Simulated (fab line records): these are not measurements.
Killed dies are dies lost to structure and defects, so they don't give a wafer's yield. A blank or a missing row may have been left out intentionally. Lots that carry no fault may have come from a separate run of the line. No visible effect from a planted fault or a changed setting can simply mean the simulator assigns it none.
fab line records	flow nandHarc
[record] lots = 7	wafers = 21	lastDay = 25
route steps=1159 shown A_SLIT@787 A_SIN_REMOVE@804 A_WL_FILL@809 END@1159
lots that met no fault: taken from a fault-free run of the same line
startH: hours from the record's first day to the start of the lot's first wafer shown	waitH: how many hours have passed since the lot's step before this one	" the same as in the row above	L1.1+2: one row covering several wafers at once	- no value present, or no start provided	* or withheld: withheld	< > ~ a bound
route shown NAME@n: NAME is a module with steps in the file, n the number in the route of the first one	usual: average and standard deviation across the fault-free wafers	same: alike in all rows	chamber/n: place in a boat	sites: readings site by site	_std_site: the values' standard deviation	_edge_site: mean of outer sites minus mean of inner sites	radiusMm: how far each site lies from the wafer's centre	mask NAME#n: copy n	behind: tool/chamber where the wafer was last shaped	hold: reason for holding the lot/hours on hold/outcome of the hold	device: the transistor (n, p or np) that didn't switch	end of line: at the end of the route, the tests of the same wafers	where a step has no rows: the recipe by itself	killed: at the first sort, the dies lost to defects and structure; wafer yield is something else	map: the dies of a wafer, with x for killed, . for not killed, _ for no die there
set.NAME: the run value of the setting; set.NAME@STEP: its run value at that earlier step	model.NAME: the simulator's own value behind a step, which no gauge read
lots at some steps of the route; a table a step, a row a wafer
services: when a tool's chamber went out of use (startH, in hours from the record's first day, below 0 if earlier), for how many hours, and the reason
[[steps]]
[step NHARC_A_SLIT_EXPOSE_06]
[recipe] na = 1.35	doseMj = 60.82	maskId = SLIT
[step NHARC_A_SLIT_PEB_07]
[recipe] pebTempC = 100	pebTimeS = 65
[step NHARC_A_SLIT_DEVELOP_08]
[recipe] developTimeS = 35	devTempC = 23
[step NHARC_A_SLIT_CD_MEAS_09]
[recipe] targetCdNm = 300	landingEnergyEv = 500
[usual] cdNm = 300.0/0.67
lot.wafer	tool	chamber	startH	waitH	cdNm
L135.2	cdSem-01	0	337.13	-	300.6
L135.4	"	0	"	"	301.0
L135.6	"	0	"	"	301.4
L136.2	cdSem-03	0	358.27	-	300.3
L136.3	"	0	"	"	299.9
L136.4	"	0	"	"	299.7
L144.1	cdSem-03	0	395.20	-	299.8
L144.2	"	0	"	"	300.0
L144.3	"	0	"	"	299.8
L148.1	cdSem-01	0	418.85	-	300.3
L148.2	"	0	"	"	300.1
L148.3	"	0	"	"	300.0
L149.1	cdSem-01	0	426.43	-	299.7
L149.2	"	0	"	"	300.6
L149.5	"	0	"	"	299.5
L154.2	cdSem-01	0	459.49	-	299.7
L154.4	"	0	"	"	299.8
L154.5	"	0	"	"	301.6
L153.3	cdSem-03	0	467.02	-	298.9
L153.5	"	0	"	"	299.5
L153.6	"	0	"	"	299.8
[step NHARC_A_SLIT_OVL_MEAS_10]
[usual] overlayXNm = -0.1/0.76	overlayYNm = -0.5/0.98
lot.wafer	tool	chamber	startH	waitH	overlayXNm	overlayYNm
L135.2	overlay-02	-	337.22	-	0.2	-0.7
L135.4	"	-	"	"	0.5	-0.5
L135.6	"	-	"	"	0.0	-0.7
L136.2	overlay-01	-	358.36	-	0.3	-1.7
L136.3	"	-	"	"	0.4	-2.1
L136.4	"	-	"	"	-0.5	-2.1
L144.1	overlay-02	-	395.29	-	-0.5	-0.9
L144.2	"	-	"	"	-0.4	-1.3
L144.3	"	-	"	"	0.2	-1.0
L148.1	overlay-01	-	418.94	-	-0.3	0.5
L148.2	"	-	"	"	0.1	0.6
L148.3	"	-	"	"	0.0	0.9
L149.1	overlay-02	-	426.52	-	-1.0	-0.5
L149.2	"	-	"	"	-0.6	-0.7
L149.5	"	-	"	"	-0.8	-0.1
L154.2	overlay-02	-	459.58	-	0.0	1.0
L154.4	"	-	"	"	0.1	0.5
L154.5	"	-	"	"	-0.5	0.9
L153.3	overlay-02	-	467.11	-	0.1	-1.1
L153.5	"	-	"	"	0.2	-0.4
L153.6	"	-	"	"	0.1	-0.1
[step NHARC_A_SLIT_INSPECT_11]
[usual] rawDefectCount = 22/8.8
lot.wafer	tool	chamber	startH	waitH	rawDefectCount
L135.2	defectInspect-01	-	337.26	0.0	29
L135.4	"	-	"	"	29
L135.6	"	-	"	"	20
L136.2	defectInspect-02	-	358.39	0.0	31
L136.3	"	-	"	"	27
L136.4	"	-	"	"	23
L144.1	defectInspect-01	-	395.33	0.0	31
L144.2	"	-	"	"	42
L144.3	"	-	"	"	31
L148.1	defectInspect-02	-	418.98	0.0	5
L148.2	"	-	"	"	13
L148.3	"	-	"	"	14
L149.1	defectInspect-02	-	426.55	0.0	14
L149.2	"	-	"	"	15
L149.5	"	-	"	"	10
L154.2	defectInspect-02	-	459.61	0.0	13
L154.4	"	-	"	"	16
L154.5	"	-	"	"	9
L153.3	defectInspect-01	-	467.14	0.0	18
L153.5	"	-	"	"	18
L153.6	"	-	"	"	21
[step NHARC_A_SLIT_DESCUM_14]
[recipe] timeS = 3	o2FlowSccm = 200	arFlowSccm = 0	biasPowerW = 0	chemistry = O2
[usual] drypumpMotorCurrentA = 5.6/0.41	o2FlowSccm = 200.1/0.6	oesProductAu = 1.001/0.015	rfVppV = 57.7/0.83	showerheadPlenumPTorr = 1.92/0.076	throttleValvePct = 11.311/0.0097
lot.wafer	tool	chamber	startH	waitH	drypumpMotorCurrentA	o2FlowSccm	oesProductAu	rfHoursCounterH	rfVppV	showerheadPlenumPTorr	throttleValvePct
L135.2	rieDiel-09	1	337.33	0.1	5.2	200.2	1.011	6	56.6	2.00	11.318
L135.4	"	3	"	"	5.2	200.8	1.008	5	58.3	2.03	11.310
L135.6	"	0	"	"	5.2	200.2	1.011	-	57.1	1.84	11.305
L136.2	rieDiel-09	3	358.45	0.1	5.2	199.9	1.019	7	58.9	2.03	11.295
L136.4	"	0	"	"	5.2	199.7	1.017	7	56.8	1.84	11.325
L136.3	"	2	"	"	5.8	199.8	0.983	7	58.9	2.00	11.316
L144.3	rieDiel-07	0	395.39	0.1	5.7	199.9	0.977	12	57.9	1.92	11.300
L144.2	"	1	"	"	5.5	199.6	1.011	12	58.4	1.90	11.312
L144.1	"	2	"	"	6.5	199.6	1.009	11	57.2	1.86	11.304
L148.2	rieDiel-07	1	419.04	0.1	5.5	199.5	1.015	0	58.4	1.90	11.329
L148.1	"	2	"	"	6.5	200.1	1.009	0	57.2	1.86	11.303
L148.3	"	3	"	"	5.5	200.9	0.978	0	60.5	2.03	11.307
L149.1	rieDiel-09	0	426.61	0.1	5.2	200.6	1.012	12	56.7	1.84	11.302
L149.2	"	1	"	"	5.2	200.5	1.013	12	57.7	2.00	11.303
L149.5	"	0	"	"	5.2	200.1	1.014	-	57.7	1.84	11.312
L154.2	rieDiel-07	2	459.68	0.1	6.5	198.6	1.018	4	58.1	1.86	11.326
L154.4	"	0	"	"	5.7	200.4	1.008	-	57.2	1.92	11.311
L154.5	"	3	"	"	5.5	201.0	0.994	-	57.9	2.02	11.304
L153.3	rieDiel-07	3	467.22	0.1	5.5	200.0	0.989	4	58.8	2.02	11.322
L153.5	"	2	"	"	6.5	199.9	1.009	-	57.0	1.86	11.308
L153.6	"	3	"	"	5.5	199.9	0.992	-	57.6	2.03	11.311
[step NHARC_A_SLIT_ETCH_24]
[recipe] targetDepthA = 1210	timeS = 60.5	cf4FlowSccm = 100	chf3FlowSccm = 30	arFlowSccm = 0	rfW = 500	biasW = 200	chemistry = CF4/CHF3
[usual] cf4FlowSccm = 100.0/0.33	drypumpMotorCurrentA = 5.6/0.39	oesProductAu = 0.958/0.021	rfVppV = 370.9/2.1	showerheadPlenumPTorr = 1.58/0.058	throttleValvePct = 16.801/0.0088
lot.wafer	tool	chamber	startH	waitH	cf4FlowSccm	drypumpMotorCurrentA	oesProductAu	rfHoursCounterH	rfVppV	showerheadPlenumPTorr	throttleValvePct
L135.4	rieDiel-09	1	337.40	0.1	100.1	5.2	0.933	6	371.9	1.64	16.814
L135.2	"	3	"	"	100.1	5.2	0.928	5	374.9	1.66	16.797
L135.6	"	1	"	"	99.9	5.2	0.940	-	372.9	1.64	16.797
L136.2	rieDiel-09	2	358.54	0.1	99.4	5.8	0.963	7	374.1	1.64	16.799
L136.3	"	3	"	"	100.3	5.2	0.977	7	372.8	1.66	16.789
L136.4	"	0	"	"	100.4	5.2	0.961	7	368.9	1.52	16.806
L144.1	rieDiel-07	2	395.49	0.1	99.5	6.5	0.932	11	368.4	1.53	16.801
L144.2	"	0	"	"	99.7	5.6	0.904	12	370.2	1.58	16.815
L144.3	"	1	"	"	99.7	5.5	0.930	12	371.0	1.56	16.810
L148.3	rieDiel-07	0	419.12	0.1	100.4	5.7	0.977	0	370.5	1.58	16.786
L148.2	"	1	"	"	99.6	5.5	0.979	0	369.6	1.56	16.797
L148.1	"	2	"	"	99.8	6.5	0.973	0	369.2	1.53	16.787
L149.2	rieDiel-09	2	426.70	0.1	99.9	5.9	0.910	12	371.6	1.64	16.794
L149.1	"	3	"	"	100.2	5.2	0.928	12	373.6	1.66	16.801
L149.5	"	2	"	"	100.4	5.9	0.906	-	373.6	1.64	16.814
L154.2	rieDiel-07	0	459.78	0.1	100.5	5.7	0.965	4	370.0	1.58	16.805
L154.5	"	3	"	"	100.1	5.5	0.944	-	375.4	1.66	16.811
L154.4	"	2	"	"	100.4	6.4	0.966	-	369.1	1.53	16.815
L153.3	rieDiel-07	2	467.32	0.1	100.0	6.5	0.943	5	369.8	1.53	16.786
L153.6	"	3	"	"	100.2	5.5	0.929	-	373.0	1.66	16.808
L153.5	"	0	"	"	100.3	5.7	0.949	-	368.3	1.58	16.795
[step NHARC_A_SLIT_ETCH_15]
[recipe] targetDepthA = 32000	overEtchFrac = 0.3	timeS = 832	ionEnergyEv = 150	o2FlowSccm = 400	cosFlowSccm = 20	arFlowSccm = 0	rfW = 500	biasW = 300	chemistry = O2/COS
[usual] drypumpMotorCurrentA = 5.6/0.41	o2FlowSccm = 400.0/1.2	oesProductAu = 1.001/0.016	rfVppV = 314.4/1.8	showerheadPlenumPTorr = 3.13/0.12	throttleValvePct = 28.330/0.0086
lot.wafer	tool	chamber	startH	waitH	drypumpMotorCurrentA	o2FlowSccm	oesProductAu	rfHoursCounterH	rfVppV	showerheadPlenumPTorr	throttleValvePct
L135.2	rieDiel-09	2	-	-	5.9	401.1	0.975	6	317.4	3.26	28.325
L135.4	"	0	"	"	5.2	401.3	1.016	5	311.9	3.01	28.334
L135.6	"	2	"	"	5.9	398.2	0.976	-	314.6	3.26	28.327
L136.2	rieDiel-09	3	-	-	5.2	400.7	1.020	7	316.0	3.30	28.328
L136.4	"	0	"	"	5.2	397.7	1.011	7	312.6	3.01	28.329
L136.3	"	2	"	"	5.9	399.7	0.977	8	317.0	3.26	28.331
L144.3	rieDiel-07	0	-	-	5.7	403.8	0.990	13	314.1	3.14	28.323
L144.2	"	1	"	"	5.5	398.0	1.008	12	314.8	3.10	28.338
L144.1	"	2	"	"	6.5	401.5	1.002	11	312.9	3.04	28.342
L148.2	rieDiel-07	1	-	-	5.5	400.1	1.007	0	313.2	3.10	28.325
L148.3	"	2	"	"	6.5	401.0	1.025	0	312.0	3.04	28.320
L148.1	"	0	"	"	5.7	398.4	0.996	0	314.0	3.14	28.329
L149.1	rieDiel-09	1	-	-	5.3	399.6	1.006	13	317.0	3.26	28.348
L149.2	"	3	"	"	5.2	401.0	0.998	12	316.0	3.30	28.339
L149.5	"	1	"	"	5.2	401.5	1.000	-	314.8	3.26	28.340
L154.2	rieDiel-07	3	-	-	5.5	399.0	0.985	3	315.7	3.29	28.327
L154.5	"	3	"	"	5.5	400.2	0.992	-	317.4	3.29	28.323
L154.4	"	2	"	"	6.5	401.5	1.015	-	314.1	3.04	28.336
L153.3	rieDiel-07	0	-	-	5.7	399.2	1.013	5	315.1	3.13	28.331
L153.5	"	0	"	"	5.7	399.4	1.012	-	313.8	3.13	28.322
L153.6	"	3	"	"	5.5	401.0	0.994	-	315.0	3.29	28.318
[step NHARC_A_SLIT_ETCH_17]
[recipe] biasV = 900	sourceW = withheld	pressureMtorr = 20	arFlowSccm = 375	c4f8FlowSccm = 83.3	o2FlowSccm = 41.7	timeS = 1687.5	targetDepthA = 1.01e+05	chemistry = C4F8/O2/Ar
[step NHARC_A_SLIT_ETCH_26]
[recipe] biasV = 400	sourceW = 2000	pressureMtorr = 25	timeS = 90	arFlowSccm = 375	c4f8FlowSccm = 41.7	o2FlowSccm = 83.3	targetDepthA = 4000	chemistry = C4F8/O2/Ar
[usual] drypumpMotorCurrentA = 5.7/0.58	o2FlowSccm = 83.26/0.29	showerheadPlenumPTorr = 3.81/0.034	throttleValvePct = 27.619/0.009
lot.wafer	tool	chamber	startH	waitH	drypumpMotorCurrentA	o2FlowSccm	rfHoursCounterH	showerheadPlenumPTorr	throttleValvePct
L135.2	harEtch-02	0	339.62	1.3	6.4	83.66	177	3.88	27.610
L135.4	"	0	"	"	6.5	83.58	-	3.88	27.622
L135.6	"	1	"	"	6.1	83.53	-	3.78	27.616
L136.2	harEtch-02	0	360.72	1.3	6.4	83.42	186	3.87	27.610
L136.3	"	0	"	"	6.4	83.17	-	3.87	27.628
L136.4	"	1	"	"	6.1	82.56	-	3.77	27.616
L144.1	harEtch-01	0	397.80	1.2	4.9	83.24	33	3.82	27.624
L144.2	"	1	"	"	5.8	83.07	33	3.82	27.624
L144.3	"	1	"	"	5.8	82.79	-	3.82	27.618
L148.2	harEtch-01	1	421.41	1.2	5.8	83.59	44	3.81	27.608
L148.1	"	0	"	"	4.9	82.72	44	3.81	27.602
L148.3	"	1	"	"	5.8	83.56	-	3.81	27.605
L149.2	harEtch-01	0	428.88	1.2	4.9	83.39	45	3.81	27.618
L149.1	"	1	"	"	5.7	83.06	45	3.81	27.631
L149.5	"	1	"	"	5.8	82.94	-	3.81	27.608
L154.2	harEtch-02	0	462.60	1.0	6.4	83.05	240	3.84	27.616
L154.4	"	1	"	"	6.1	83.30	-	3.74	27.610
L154.5	"	1	"	"	6.2	83.53	-	3.74	27.625
L153.3	harEtch-02	0	469.71	0.6	6.4	83.20	-	3.84	27.625
L153.6	"	1	"	"	6.1	83.38	-	3.74	27.607
L153.5	"	0	"	"	6.4	82.90	-	3.84	27.625
[step NHARC_A_SLIT_STRIP_28]
[recipe] o2FlowSccm = 400	cosFlowSccm = 20	arFlowSccm = 0	biasW = 0	chemistry = O2/COS
[step NHARC_A_SLIT_ETCH_29]
[recipe] targetDepthA = 1000	overetchA = 100	timeS = 55	ionEnergyEv = 100	cf4FlowSccm = 80	o2FlowSccm = 20	arFlowSccm = 0	rfW = 300	biasW = 100	chemistry = CF4/O2
[usual] cf4FlowSccm = 79.97/0.23	drypumpMotorCurrentA = 5.6/0.38	o2FlowSccm = 20.01/0.058	oesProductAu = 0.999/0.016	rfVppV = 198.0/1.3	showerheadPlenumPTorr = 1.34/0.054	throttleValvePct = 13.398/0.0085
lot.wafer	tool	chamber	startH	waitH	cf4FlowSccm	drypumpMotorCurrentA	o2FlowSccm	oesProductAu	rfHoursCounterH	rfVppV	showerheadPlenumPTorr	throttleValvePct
L135.4	rieDiel-09	2	340.24	0.1	79.46	5.8	20.04	0.967	7	197.7	1.40	13.391
L135.2	"	1	"	"	79.89	5.2	19.91	1.009	6	199.4	1.40	13.383
L135.6	"	3	"	"	79.89	5.2	19.93	1.005	-	199.9	1.41	13.405
L136.3	rieDiel-07	2	361.35	0.1	79.89	6.4	20.07	0.999	8	196.9	1.30	13.400
L136.2	"	1	"	"	79.80	5.5	19.90	1.006	9	196.2	1.33	13.397
L136.4	"	0	"	"	79.97	5.7	20.05	0.957	-	198.6	1.34	13.382
L144.3	rieDiel-09	2	398.42	0.1	80.31	5.9	20.11	0.983	11	200.4	1.40	13.387
L144.2	"	3	"	"	79.78	5.2	20.02	1.024	10	199.1	1.41	13.392
L144.1	"	1	"	"	79.82	5.2	19.99	1.005	11	198.6	1.40	13.392
L148.3	rieDiel-09	2	422.03	0.1	79.70	5.9	20.05	1.001	12	199.0	1.40	13.391
L148.1	"	3	"	"	79.95	5.1	20.03	1.016	12	198.3	1.41	13.387
L148.2	"	0	"	"	79.94	5.2	19.99	1.017	12	196.0	1.28	13.413
L149.2	rieDiel-09	3	429.51	0.1	79.97	5.2	19.98	1.008	12	199.8	1.41	13.391
L149.1	"	0	"	"	79.92	5.2	20.04	0.998	12	196.2	1.28	13.409
L149.5	"	1	"	"	79.72	5.2	19.85	1.002	-	198.4	1.40	13.394
L154.4	rieDiel-08	1	463.19	0.1	79.72	5.9	20.04	1.005	9	197.1	1.30	13.400
L154.2	"	0	"	"	80.05	5.2	19.93	1.017	7	200.2	1.40	13.414
L154.5	"	1	"	"	80.06	5.9	20.04	1.000	-	198.0	1.30	13.400
L153.3	rieDiel-07	0	470.23	0.1	79.51	5.7	20.10	1.009	5	198.9	1.34	13.405
L153.6	"	3	"	"	79.43	5.5	20.07	0.976	-	200.2	1.41	13.382
L153.5	"	0	"	"	79.49	5.7	20.05	1.011	-	197.3	1.34	13.395
[step NHARC_A_SLIT_STRIP_18]
[recipe] o2FlowSccm = 500	arFlowSccm = 0	biasW = 0	chemistry = O2
[step NHARC_A_SLIT_PRECLEAN_19]
[recipe] timeS = *	tempC = 50	bathAgeMin = 0	chemistry = SC1
[step NHARC_A_SLIT_SRD_20]
[step NHARC_A_SLIT_CD_MEAS_21]
[usual] cdNm = 289.8/1.1
lot.wafer	tool	chamber	startH	waitH	cdNm
L135.2	cdSem-03	-	340.77	-	288.9
L135.4	"	-	"	"	290.8
L135.6	"	-	"	"	291.0
L136.2	cdSem-03	-	361.95	-	288.9
L136.3	"	-	"	"	288.1
L136.4	"	-	"	"	289.4
L144.1	cdSem-03	-	398.96	-	288.7
L144.2	"	-	"	"	291.0
L144.3	"	-	"	"	289.0
L148.1	cdSem-01	-	422.56	-	289.7
L148.2	"	-	"	"	289.5
L148.3	"	-	"	"	290.6
L149.1	cdSem-02	-	430.07	0.1	289.5
L149.2	"	-	"	"	290.7
L149.5	"	-	"	"	289.1
L154.2	cdSem-03	-	463.74	-	288.6
L154.4	"	-	"	"	289.9
L154.5	"	-	"	"	289.9
L153.3	cdSem-03	-	470.76	-	291.0
L153.5	"	-	"	"	289.7
L153.6	"	-	"	"	289.1
[step NHARC_A_SIN_REMOVE_WET_00]
[recipe] tempC = 160	timeS = 15300	chemistry = H3PO4
[step NHARC_A_SIN_REMOVE_PRECLEAN_01]
[recipe] timeS = *	tempC = 50	bathAgeMin = 0	chemistry = SC1
[step NHARC_A_SIN_REMOVE_SRD_02]
[step NHARC_A_SIN_REMOVE_INSPECT_04]
[usual] rawDefectCount = 300/78
lot.wafer	tool	chamber	startH	waitH	rawDefectCount
L135.2	defectInspect-01	-	348.43	0.0	269
L135.4	"	-	"	"	257
L135.6	"	-	"	"	244
L136.2	defectInspect-02	-	369.62	0.0	296
L136.3	"	-	"	"	300
L136.4	"	-	"	"	262
L144.1	defectInspect-02	-	404.84	0.0	748
L144.2	"	-	"	"	781
L144.3	"	-	"	"	712
L148.1	defectInspect-02	-	430.20	0.1	601
L148.2	"	-	"	"	595
L148.3	"	-	"	"	548
L149.1	defectInspect-01	-	437.03	0.0	476
L149.2	"	-	"	"	494
L149.5	"	-	"	"	558
L154.2	defectInspect-02	-	471.48	0.1	404
L154.4	"	-	"	"	221
L154.5	"	-	"	"	256
L153.3	defectInspect-02	-	478.11	0.0	301
L153.5	"	-	"	"	360
L153.6	"	-	"	"	491
[step NHARC_A_WL_FILL_ALD_00]
[recipe] targetThkA = 30	pulseTimeS = 3	aldCycles = 30	tempC = 300	material = Al2O3
[usual] heaterPowerOuterW = 281/38	heaterPowerW = 504/65	precursorPulseHeightRel = 0.998/0.02
[same] pulseTimeS = 3
lot.wafer	tool	chamber	startH	waitH	heaterPowerOuterW	heaterPowerW	precursorPulseHeightRel
L135.4	aldHk-02	3	348.52	0.1	217	445	0.987
L135.2	"	1	"	"	253	438	0.980
L135.6	"	3	"	"	222	448	1.006
L136.2	aldHk-02	2	369.68	0.1	271	499	0.971
L136.4	"	3	"	"	229	454	1.003
L136.3	"	0	"	"	341	589	0.970
L144.3	aldHk-01	3	404.91	0.1	311	526	1.010
L144.2	"	0	"	"	295	451	1.004
L144.1	"	2	"	"	269	503	1.018
L148.2	aldHk-02	3	430.41	0.2	223	456	1.002
L148.1	"	1	"	"	242	435	0.992
L148.3	"	2	"	"	267	493	1.022
L149.2	aldHk-02	0	437.09	0.1	331	592	0.986
L149.1	"	3	"	"	228	443	0.975
L149.5	"	1	"	"	235	444	1.022
L154.2	aldHk-04	0	471.55	0.1	225	425	1.011
L154.4	"	2	"	"	240	423	0.986
L154.5	"	0	"	"	232	404	1.010
L153.3	aldHk-04	2	478.40	0.3	241	417	0.968
L153.6	"	0	"	"	226	411	1.016
L153.5	"	1	"	"	327	562	0.997
[step NHARC_END_SORT_01]
[recipe] tempC = 25
[usual] killedAtArray = 26/9.7	killedAtOther = 1.0/1.2	killedAtPeriphery = 3.9/2.6	killedDies = 31/9.7	killedOpen = 3.2/1.8	killedShort = 2.0/1.3
[same] grossDies = 677
lot.wafer	tool	chamber	startH	waitH	killedAtArray	killedAtOther	killedAtPeriphery	killedDies	killedOpen	killedShort
L144.1	prober-01	0	511.91	2.5	108	0	8	116	4	0
L144.2	prober-01	0	512.72	2.8	112	0	6	118	1	0
L144.3	prober-01	0	513.53	3.1	63	1	11	75	6	2
L148.1	prober-02	0	542.24	2.5	73	0	7	80	2	1
L148.2	prober-02	0	543.05	2.8	87	1	5	93	8	0
L148.3	prober-02	0	543.85	3.1	43	2	5	50	5	2
L149.1	prober-02	0	550.06	2.5	87	0	8	95	2	5
L149.2	prober-02	0	550.85	2.8	82	1	3	86	2	2
L149.5	prober-02	0	553.25	3.7	91	0	5	96	1	1
// killed by level:class
L144.1 A_SLIT:unspecified=78 A_CHANNEL_HOLE_D1:chamberFilmFlake=17 A_STAIRCASE:chamberFilmFlake=8 A_M0:geometricParticle:open=2 P_ZERO_WELL:chamberFilmFlake=2 P_STI:chamberFilmFlake=2 P_CONTACT:chamberFilmFlake=2 A_CONTACT:chamberFilmFlake=2
L144.2 A_SLIT:unspecified=72 A_CHANNEL_HOLE_D1:chamberFilmFlake=27 A_STAIRCASE:chamberFilmFlake=9 P_CONTACT:chamberFilmFlake=3 P_ZERO_WELL:chamberFilmFlake=2 A_ZERO_WELL:chamberFilmFlake=2 A_ONON_D1:geometricParticle:open=1 P_GATE:chamberFilmFlake=1
L144.3 A_SLIT:unspecified=33 A_CHANNEL_HOLE_D1:chamberFilmFlake=15 A_CONTACT:chamberFilmFlake=6 A_STAIRCASE:chamberFilmFlake=5 P_CONTACT:chamberFilmFlake=4 P_ZERO_WELL:chamberFilmFlake=3 P_CONTACT:geometricParticle:open=2 P_M0:geometricParticle:open=1
L148.1 A_SLIT:unspecified=66 P_M2:chamberFilmFlake=7 A_CHANNEL_HOLE_D1:chamberFilmFlake=2 A_CONTACT:geometricParticle:open=1 A_M1:geometricParticle:open=1 A_M1:geometricParticle:short=1 A_SLIT:chamberFilmFlake=1 A_CONTACT:chamberFilmFlake=1
L148.2 A_SLIT:unspecified=70 A_CHANNEL_HOLE_D1:chamberFilmFlake=8 P_M2:chamberFilmFlake=4 A_CHANNEL_FILL_D1:geometricParticle:open=3 P_GATE:geometricParticle:open=1 A_ONON_D1:geometricParticle:open=1 A_CONTACT:geometricParticle:open=1 A_BLC:geometricParticle:open=1
L148.3 A_SLIT:unspecified=29 P_M2:chamberFilmFlake=4 A_CHANNEL_HOLE_D1:chamberFilmFlake=4 A_CHANNEL_HOLE_D1:geometricParticle:open=3 A_SLIT:chamberFilmFlake=2 A_ONON_D1:geometricParticle:short=1 A_SGD_CUT:geometricParticle:short=1 A_M0:geometricParticle:open=1
L149.1 A_SLIT:unspecified=66 A_CHANNEL_HOLE_D1:chamberFilmFlake=7 A_CONTACT:chamberFilmFlake=6 P_GATE:chamberFilmFlake=4 A_M1:chamberFilmFlake=3 A_WL_FILL:geometricParticle:short=2 P_CONTACT:geometricParticle:short=1 P_M1:geometricParticle:open=1
L149.2 A_SLIT:unspecified=63 A_CHANNEL_HOLE_D1:chamberFilmFlake=6 A_CONTACT:chamberFilmFlake=5 P_GATE:chamberFilmFlake=3 A_M1:chamberFilmFlake=3 A_STAIRCASE:chamberFilmFlake=2 A_STAIRCASE:geometricParticle:open=1 A_CONTACT:geometricParticle:open=1
L149.5 A_SLIT:unspecified=78 A_CHANNEL_HOLE_D1:chamberFilmFlake=4 P_GATE:chamberFilmFlake=4 A_CONTACT:chamberFilmFlake=4 P_M0:geometricParticle:short=1 A_CONTACT:geometricParticle:open=1 A_CHANNEL_FILL_D1:chamberFilmFlake=1 A_STAIRCASE:chamberFilmFlake=1
// map L144.2 (x killed, . not)
____________.____________
_________......._________
_______..........._______
______xx...........______
_____..............._____
____.................____
____.................____
___xxx.x..............___
___xxxx...............___
__xxxxxx...............__
__xxxxx.......x........__
_xxxxxxxx.x............._
_xxxxxxx....x..x........_
_xxxxxxxx.........x....._
_xxxxxxxx.....x........._
_xxxxxxx................_
..xxxxx.x................
.xx.xx...................
....x.x..................
....x...x.........x......
..x..x...........x.......
_...........x.x.x......._
_.........x..x.x........_
_..........x...x........_
_..........x...x........_
_............xx.x......._
__.........x.xxx.xx....__
__.......x.x.x...x.....__
___.........x.x.......___
___.........x.x.......___
____.........xx.xx...____
____.................____
_____..............._____
______.............______
_______...x.x..x.._______
_________x......_________
____________.____________
// map L148.2 (x killed, . not)
____________.____________
_________......._________
_______..........._______
______.............______
_____..............._____
____........x........____
____.................____
___.............x.....___
___...................___
__.....................__
__.....................__
_......................._
_.........x............._
_...................x..._
_.....x......x.........._
_..................x.x.._
...................xxx...
.........x..x.......x....
.............x......x....
...................x.....
x........x...............
_............x.........._
_..........x.x.........._
_....x........xxx.x....._
_...x.........xxxx......_
_...........xxxxxx......_
__..........xxxxxx.....__
__.........xxxxxxxxx...__
___.........xxxxxxxx..___
___.......xxxxxxxx....___
____.........xxxxx...____
____........xxxxxxx..____
_____.......xxxxxxx._____
______......xx....x______
_______.........x._______
_________...x..._________
____________.____________
[[services]]
tool	chamber	startH	hours	kind
rieDiel-07	0	335.20	-	clean
rieDiel-07	1	335.20	-	clean
rieDiel-07	2	335.20	-	clean
rieDiel-07	3	335.20	-	clean
rieDiel-07	2	339.48	2.4	repair
aldHk-04	-	339.55	1.0	repair
rieDiel-07	3	356.19	50.8	repair
rieDiel-07	0	359.70	-	clean
rieDiel-07	1	359.70	-	clean
rieDiel-07	2	359.70	-	clean
rieDiel-08	0	368.33	14.2	repair
rieDiel-07	0	384.30	-	clean
rieDiel-07	1	384.30	-	clean
rieDiel-07	2	384.30	-	clean
aldHk-01	-	388.62	0.3	repair
rieDiel-08	0	392.51	9.5	repair
rieDiel-07	-	405.25	9.0	pm
aldHk-01	-	406.94	10.0	pm
rieDiel-09	-	408.99	0.4	repair
harEtch-01	-	425.93	0.8	repair
rieDiel-09	-	431.31	9.0	pm
rieDiel-07	1	452.39	15.5	repair
aldHk-02	-	458.66	10.0	pm
aldHk-04	-	459.57	1.3	repair
[[key]]
[firstSign] step = NHARC_A_SIN_REMOVE_INSPECT_04	reading = rawDefectCount	direction = up	sigmas = 4	usual = 300	struck = 613
[effect] step = NHARC_END_SORT_01	reading = killedDies	direction = up	sigmas = 6.1	usual = 31	struck = 90
[moreKillsBornAt] NHARC_A_SLIT_ETCH_29@rieDiel-09 = 554
metAt NHARC_A_SLIT_ETCH_29
struckWafers L144.1,L144.2,L144.3,L148.1,L148.2,L148.3,L149.1,L149.2,L149.5
testerLeftOut L144,L148,L149
onsetBetween 340.24 398.42
alsoFits NHARC_A_SLIT_ETCH_26:harEtch-01
[fault] kind = chamberParticleSource	tool = rieDiel-09	chamber = -	onsetH = 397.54	steps = NHARC_A_SLIT_ETCH_29	ratePerVisitCm2 = 0.43781	endH = 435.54
// testerLeftOut: of these lots the tester's yield and bins aren't shown, on N5 and GAA mostly nor the transistor test; their killed dies are dies lost to structure and defects alone, not to doping, threshold or leakage, so they don't give the yield
